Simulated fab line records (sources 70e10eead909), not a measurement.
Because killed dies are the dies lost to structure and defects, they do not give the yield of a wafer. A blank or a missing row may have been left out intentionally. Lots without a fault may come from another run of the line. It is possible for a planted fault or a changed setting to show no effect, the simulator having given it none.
Chamber matching ; flow nand_harc ; NHARC_A_STAIRCASE_DEP_280 on pecvd-01 has 3 sister chambers
The step deposits SiON, target thk 30 nm. 3 wafers are shown with their chamber, then 10 later ones without.

== WAFERS WITH THEIR CHAMBER ==
wafer;chamber;showerhead_vpp_V (V)
L091.5;0;1089
L092.1;2;1194
L092.2;1;1203

== WAFERS WITH NO CHAMBER GIVEN ==
wafer;showerhead_vpp_V (V)
L092.4;1066
L090.2;1186
L090.3;1187
L090.6;1058
L094.2;1072
L094.3;1206
L094.5;1187
L096.2;1065
L096.3;1203
L096.5;1200

== CHAMBER TAKEN BY EACH ==
wafer;from the rows above;in truth
L092.4;0;0
L090.2;can't be placed: 2 or 1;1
L090.3;can't be placed: 2 or 1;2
L090.6;0;0
L094.2;0;0
L094.3;can't be placed: 1 or 2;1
L094.5;can't be placed: 2 or 1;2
L096.2;0;0
L096.3;can't be placed: 1 or 2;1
L096.5;can't be placed: 1 or 2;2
Correctly placed: 4 of 10. Cannot be placed on the basis of these rows: 6; the candidates contain the true chamber in 6. 0 placed wrongly.
How it was worked out, from the rows above alone: a wafer's distance from a chamber is the root of the sum, over the readings, of the square of ((its reading less the chamber's mean) divided by the reading's scatter). The wafer belongs to the nearest chamber; if the next one is less than 2 further off, it can't be placed. Each chamber's mean is taken over the wafers shown for it. The scatter: root of mean squared gap, hidden wafer to nearest shown wafer, with one shown wafer a chamber.
